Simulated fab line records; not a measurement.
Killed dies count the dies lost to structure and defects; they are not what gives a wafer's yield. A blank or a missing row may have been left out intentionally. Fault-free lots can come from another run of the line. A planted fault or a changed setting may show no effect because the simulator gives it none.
A struck lot beside a sound one / flow nand-harc / 14 out of 1159 route steps
Sound: the wafers L459.1, L459.3, L459.5. Struck: wafer L469.5 (L469.2, L469.4, from the same lot, were not struck and are left out); the cause is given at the end.
Each step with rows lists, per side, the tool, then ch with its chambers, then its first start. Under that, the readings that differ: sound wafers / struck wafers / difference of the means / sigmas: that difference in standard deviations of wafers without a fault.
alike: same words and numbers on both sides, and readings whose means sit less than 2 such deviations apart. not compared: any withheld reading, any reading some wafer has no value for, any bound like >300 that may hide the same value, and any number with overlapping values for which the record gives no deviation.
A row with sigmas, a row that says differs or no value, or rows on one side alone: a step with any of these is where the two part. Numbers that have no deviation but don't overlap get no sigmas and don't part them. A reading that every wafer of one side lacks parts them only if that side has two wafers or more.

first, 4 steps without rows for these wafers: NHARC_A_WL_FILL_STRIP_28 (strips in post etch residue remover, time 1200 s); NHARC_A_WL_FILL_PRECLEAN_06 (cleans in DIW, time 300 s); NHARC_A_WL_FILL_SRD_07; NHARC_A_WL_FILL_ANNEAL_08 (time 1800 s).
NHARC_A_WL_FILL_ALD_10: deposits SiO2, target thk 50 nm, pulse time 10 s, ald cycles 500.
  sound on ald-hk-03 ch 2,3, day 15 20:27; struck on ald-hk-04 ch 3, day 19 02:20
reading=precursor-pulse-height-rel; sound=1.025 1.046 0.975; struck=0.971; difference=-0.044; sigmas=-2
  alike: heater-power-w
NHARC_A_WL_FILL_ETCHBACK_16: etches the open film in C4F8/O2/Ar, target depth 88 nm, time 17.6 s.
  sound on rie-diel-13 ch 0,1; struck on rie-diel-02 ch 2
reading=oes-product-au (a.u.); sound=1.003 0.994 1.010; struck=0.924; difference=-0.078; sigmas=-3
  alike: rf-vpp-V, run-length-s
  not compared: rf-hours-counter-h
NHARC_A_WL_FILL_STRIP_29: strips in O2, time 20 s.
  sound on rie-diel-13 ch 0,2,3, day 16 01:09; struck on rie-diel-02 ch 2, day 19 04:29
reading=drypump-motor-current-A (A); sound=6.1 6.1 6.8; struck=5.5; difference=-0.8; sigmas=-2
  alike: oes-product-au, rf-vpp-V, showerhead-plenum-p-Torr, throttle-valve-pct
  not compared: rf-hours-counter-h
NHARC_A_WL_FILL_ETCHBACK_17: etches the open film in Cl2/BCl3, target depth 4 nm, time 26.7 s.
  sound on rie-metal-03 ch 0, day 16 01:15; struck on rie-metal-03 ch 1, day 19 04:35
reading=drypump-motor-current-A (A); sound=6.5 6.5 6.5; struck=5.3; difference=-1.2; sigmas=-2
  alike: oes-product-au, run-length-s
  not compared: rf-hours-counter-h
then, 3 steps without rows for these wafers: NHARC_A_WL_FILL_PRECLEAN_18 (cleans in dHF, time 30 s); NHARC_A_WL_FILL_SRD_21; NHARC_A_WL_FILL_CVD_23 (deposits poly-Si, target thk 40 nm, time 800 s).
NHARC_A_WL_FILL_ETCHBACK_26: etches the open film in HBr, target depth 52 nm, time 13.3 s.
  sound on rie-si-02 ch 2,3, day 16 06:17; struck on rie-si-02 ch 2, day 19 08:59
reading=oes-product-au (a.u.); sound=1.009 1.010 1.011; struck=0.990; difference=-0.020; sigmas=-3
reading=run-length-s (s); sound=34.5 35.0 34.5; struck=31.5; difference=-3.2; sigmas=-8
  alike: drypump-motor-current-A, throttle-valve-pct
  not compared: rf-hours-counter-h
then, 1 step without rows for these wafers: NHARC_A_WL_FILL_PRECLEAN_30 (cleans in dHF, time 10 s).
-- jump in the record: it breaks off in module A_WL_FILL and resumes in module END (first step shown: number 1159 of the route), and 4 days separate the struck wafers' starts before and after --
NHARC_END_SORT_01:
  sound on prober-01 ch 0, day 19 12:23; struck on prober-01 ch 0, day 22 22:15
  alike: killed-at-array, killed-at-other, killed-at-periphery, killed-dies, killed-open, killed-short

== WHERE THEY PART ==
At NHARC_A_WL_FILL_ALD_10 first; at NHARC_A_WL_FILL_ETCHBACK_26 last (within this record only). Later steps at which nothing parts them and some readings are alike: NHARC_END_SORT_01.

WHY: what the simulator had put in
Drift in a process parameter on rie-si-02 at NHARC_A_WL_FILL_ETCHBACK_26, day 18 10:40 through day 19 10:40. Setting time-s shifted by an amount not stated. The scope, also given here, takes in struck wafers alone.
